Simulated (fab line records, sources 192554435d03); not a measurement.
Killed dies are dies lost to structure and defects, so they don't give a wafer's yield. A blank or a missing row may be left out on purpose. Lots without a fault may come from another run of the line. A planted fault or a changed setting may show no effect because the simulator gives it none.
Chamber matching | flow n5_finfet | N5_BEOL_M2_ALD_98 on ald_sin-01: 4 sister chambers
The step deposits SiO2, target thk 2.5 nm, pulse time 1 s, co reactant pulse time 1 s. 4 wafers are shown with their chamber, then 8 later ones without.

WAFERS WITH THEIR CHAMBER
wafer  | chamber | heater_power_w (W)
L079.3 | 1       | 68
L086.3 | 0       | 69
L085.5 | 3       | 70
L087.1 | 2       | 88

WAFERS WITHOUT THEIR CHAMBER
wafer  | heater_power_w (W)
L087.4 | 69
L087.5 | 86
L092.1 | 70
L092.3 | 87
L092.4 | 69
L095.3 | 68
L095.5 | 68
L095.6 | 89

WHICH CHAMBER EACH WENT THROUGH
wafer  | from the rows above          | in truth
L087.4 | can't be placed: 0 or 1 or 3 | 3
L087.5 | 2                            | 2
L092.1 | can't be placed: 3 or 0      | 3
L092.3 | 2                            | 2
L092.4 | can't be placed: 0 or 1 or 3 | 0
L095.3 | can't be placed: 1 or 0      | 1
L095.5 | can't be placed: 1 or 0      | 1
L095.6 | 2                            | 2
Placed correctly: 3 of 8. Can't be placed from these rows: 5 (the true chamber is among the candidates in 5). Placed wrongly: 0.
How it was worked out, from the rows above alone: a wafer's distance from a chamber is the root of the sum, over the readings, of the square of ((its reading less the chamber's mean) divided by the reading's scatter). The wafer belongs to the nearest chamber; if the next one is less than 2 further off, it can't be placed. A chamber's mean is the mean of its shown wafers. The scatter: with one shown wafer a chamber, the root of the mean of the squares of how far each hidden wafer lies from its nearest shown one.
